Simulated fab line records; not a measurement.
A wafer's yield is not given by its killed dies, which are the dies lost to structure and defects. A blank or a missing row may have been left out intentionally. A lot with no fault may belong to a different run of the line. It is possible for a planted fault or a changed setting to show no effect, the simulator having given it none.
A lot that was struck, set against a sound lot :: flow nand_harc :: 15 steps out of a route of 1302
Sound: wafers L430.1, L430.5, L430.6. Struck: wafers L437.2, L437.4, L437.6. The cause comes at the end.
For every step that has rows: the tool of each side, followed by ch and its chambers, followed by its first start. Under that, the readings that differ: sound wafers :: struck wafers :: difference of the means :: sigmas: that difference in standard deviations of wafers without a fault.
alike: words and numbers the same on both sides, and readings whose means are apart by under 2 such deviations; not compared: readings that were withheld, readings missing a value for some wafer, numbers with overlapping values and no deviation given by the record, and bounds like >300 which may hide the same value.
The two part at a step that has a row with sigmas, a row that says differs or no value, or rows on one side only. Numbers that don't overlap but have no deviation are shown without sigmas and don't part them. A reading that every wafer of one side lacks parts them only if that side has two wafers or more.

first, 4 steps without rows for these wafers: NHARC_THIN_TSV_EBR_29; NHARC_THIN_TSV_EXPOSE_30 (exposes mask PAD); NHARC_THIN_TSV_PEB_31 (peb time 85 s); NHARC_THIN_TSV_DEVELOP_32 (time 70 s).
NHARC_THIN_TSV_CD_MEAS_33: the cd target is 5000 nm.
  sound on cd_sem-01 ch 0, day 24 15:51; struck on cd_sem-02 ch 0, day 27 20:38
  alike: cd_nm
then, 1 step without rows for these wafers: NHARC_THIN_TSV_HARDBAKE_34 (time 80 s).
NHARC_THIN_TSV_DESCUM_35: chemistry O2, time 3 s.
  sound on rie_diel-01 ch 0,1,2, day 24 16:03; struck on rie_diel-01 ch 1,2,3, day 27 20:48
  alike: drypump_motor_current_A, oes_product_au, rf_vpp_V, showerhead_plenum_p_Torr, throttle_valve_pct
  not compared: rf_hours_counter_h
NHARC_THIN_TSV_ETCH_59: etches the open film in Cl2/BCl3, target depth 880 nm, time 138.1 s.
  sound on rie_metal-02 ch 0,1, day 24 16:08; struck on rie_metal-02 ch 0,1, day 27 20:55
  alike: drypump_motor_current_A, he_backside_leak_sccm, oes_product_au, throttle_valve_pct
  not compared: rf_hours_counter_h
NHARC_THIN_TSV_ETCH_36: etches the open film in Cl2/BCl3, target depth 65 nm, time 18.571 s.
  sound on rie_metal-02 ch 0,1, day 24 16:23; struck on rie_metal-02 ch 0, day 27 21:15
  alike: drypump_motor_current_A, he_backside_leak_sccm, oes_product_au
  not compared: rf_hours_counter_h
NHARC_THIN_TSV_STRIP_56: strips in O2.
  sound on plasma_asher-01 ch 0,1, day 24 16:30; struck on plasma_asher-01 ch 0,1, day 27 21:22
  alike: drypump_motor_current_A, heater_power_w
  not compared: rf_hours_counter_h
then, 1 step without rows for these wafers: NHARC_THIN_TSV_STRIP_57 (strips in post etch residue remover, time 1200 s).
NHARC_THIN_TSV_CD_MEAS_37:
  sound: cd_sem-02 at day 24 17:18; struck: cd_sem-01 at day 27 22:09
  alike: cd_nm
NHARC_THIN_TSV_ANNEAL_58: time 1800 s.
  sound on furnace-06 ch 0, day 24 19:08; struck on furnace-06 ch 0, day 28 02:06
reading: spike_tc_bottom_C (C)
sound: 426.5 427.7 428.3
struck: 451.0 450.6 453.0
difference: +24.0
sigmas: +10

reading: spike_tc_centre_C (C)
sound: 400.9 400.0 400.5
struck: 424.9 424.6 425.1
difference: +24.4
sigmas: +22

reading: spike_tc_lower_C (C)
sound: 399.1 399.6 400.4
struck: 425.8 425.3 424.9
difference: +25.6
sigmas: +23

reading: spike_tc_top_C (C)
sound: 426 426 428
struck: 450 450 450
difference: +23
sigmas: +6

reading: spike_tc_upper_C (C)
sound: 397.4 399.0 397.3
struck: 420.7 420.7 421.6
difference: +23.1
sigmas: +15

reading: zone_power_upper_pct (%)
sound: 3.68 3.74 3.70
struck: 4.13 4.17 4.03
difference: +0.40
sigmas: +4
  alike: zone_power_top_pct
NHARC_THIN_TSV_INSPECT_40:
  sound: defect_inspect-02 at day 24 20:36; struck: defect_inspect-02 at day 28 03:32
reading: raw_defect_count
sound: 398 407 462
struck: 562 615 712
difference: +207
sigmas: +2
NHARC_END_SORT_01:
  here the record holds rows for the struck wafers (prober-01 ch 0, day 28 07:21) but none for the sound ones

WHERE THEY PART
First at NHARC_THIN_TSV_ANNEAL_58; last, within this record, at NHARC_END_SORT_01.

WHY: what the simulator had put in
Process parameters drifting: furnace-06 at NHARC_THIN_TSV_ANNEAL_58, beginning at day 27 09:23. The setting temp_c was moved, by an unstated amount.
